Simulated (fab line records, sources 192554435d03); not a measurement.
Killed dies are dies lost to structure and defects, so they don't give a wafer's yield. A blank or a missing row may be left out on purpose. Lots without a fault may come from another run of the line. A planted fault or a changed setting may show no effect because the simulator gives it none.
A struck lot beside a sound one | flow n5_finfet | 20 steps out of a route of 1938
Sound: wafers L457.1, L457.5, L457.6. Struck: wafers L450.1, L450.3, L450.5. The cause comes at the end.
At each step with rows: each side's tool, then ch and its chambers, then its first start. Under that, the readings that differ: sound wafers | struck wafers | difference of the means | sigmas: that difference in standard deviations of wafers without a fault.
alike: readings whose means differ by less than 2 such deviations, and words and numbers that are the same on both sides. not compared: withheld readings, readings that some wafer has no value for, bounds like >300 that may hide the same value, and numbers for which the record gives no deviation and whose values overlap.
The two part at a step that has a row with sigmas, a row that says differs or no value, or rows on one side only. Numbers that don't overlap but have no deviation are shown without sigmas and don't part them. A reading that every wafer of one side lacks parts them only if that side has two wafers or more.

first, 11 steps without rows for these wafers: N5_BEOL_M0_SAQP_MANDREL_ETCH_20 (etches a-Si in HBr/Cl2, stops on SiNx, target depth 60 nm, bt time 10 s, time 30 s); N5_BEOL_M0_SAQP_STRIP_86 (strips in N2/H2); N5_BEOL_M0_SAQP_STRIP_115 (strips in post etch residue remover, time 60 s); N5_BEOL_M0_SAQP_SRD_93 (time 30 s); N5_BEOL_M0_SAQP_RECESS_114 (chemistry HF/NH3, target SiO2, target depth 14.4 nm, afs cycles 3, sublimation time 60 s); N5_BEOL_M0_SAQP_SPACER1_ALD_98 (deposits SiO2, target thk 12.8 nm, pulse time 1 s, purge time 2 s); N5_BEOL_M0_SAQP_SPACER1_ETCHBACK_99 (etches SiO2 in CHF3/O2, target depth 15.4 nm, time 7.7 s); N5_BEOL_M0_SAQP_MANDREL1_REMOVE_100 (chemistry HBr/Cl2/O2, target a-Si, stops on SiNx, bt time 10 s); N5_BEOL_M0_SAQP_ETCH_101 (etches SiNx in CH3F/O2, target depth 29.9 nm, time 42.7 s); N5_BEOL_M0_SAQP_ETCH_102 (etches SiO2 in CF4, target depth 4 nm, time 4.4 s); N5_BEOL_M0_SAQP_MANDREL_ETCH_103 (etches a-Si in HBr/Cl2, stops on SiCN, target depth 45 nm, bt time 10 s, time 27 s).
N5_BEOL_M0_SAQP_RECESS_104: chemistry HF/NH3, target SiO2, target depth 18 nm, afs cycles 3, sublimation time 60 s.
  sound on vapor_etch-02 ch 0,1, day 10 11:52; struck on vapor_etch-01 ch 0,1, day 8 20:03
  no value came back on the struck wafers for afs_cycles, drypump_motor_current_A (A), foreline_p_Torr (Torr), sublimation_time_s (s); on the sound wafers afs_cycles reads 3 3 3
  not compared: model.SiCN_of_BEOL_M0_SAQP_PECVD_03.thk_nm
then, 4 steps without rows for these wafers: N5_BEOL_M0_SAQP_COAT_105 (time 60 s, resist thk 100 nm); N5_BEOL_M0_SAQP_ETCH_106 (etches SOC in N2/H2, stops on SiNx, target depth 150 nm); N5_BEOL_M0_SAQP_ETCH_107 (etches SiNx in CH3F/O2, target depth 30 nm); N5_BEOL_M0_SAQP_STRIP_108 (strips in N2/H2).
N5_BEOL_M0_SAQP_RECESS_109: chemistry HF/NH3, target SiO2, target depth 3 nm, afs cycles 1, sublimation time 60 s.
  sound on vapor_etch-01 ch 0,1, day 10 12:36; struck on vapor_etch-02 ch 0,1, day 8 20:40
  alike: drypump_motor_current_A, foreline_p_Torr
  not compared: model.SiCN_of_BEOL_M0_SAQP_PECVD_03.thk_nm
then, 1 step without rows for these wafers: N5_BEOL_M0_SAQP_SPACER2_ALD_26 (deposits SiO2, target thk 15 nm, pulse time 1 s, purge time 2 s).
N5_BEOL_M4_RC_MEAS_101:
  the record has rows for the sound wafers here (prober-02 ch 0, day 12 18:07) and none for the struck ones
-- the record jumps here: 7 days lie between the struck wafers' starts before and after (it left off in module BEOL_M4 and takes up again in module PASSIVATION, whose first step shown is number 1936 of the route) --
N5_PASSIVATION_PROBE_49:
  the record has rows for the struck wafers here (prober-01, day 15 15:24) and none for the sound ones

WHERE THEY PART
First at N5_BEOL_M0_SAQP_RECESS_104; last, within this record, at N5_PASSIVATION_PROBE_49.

WHY: what the simulator had put in
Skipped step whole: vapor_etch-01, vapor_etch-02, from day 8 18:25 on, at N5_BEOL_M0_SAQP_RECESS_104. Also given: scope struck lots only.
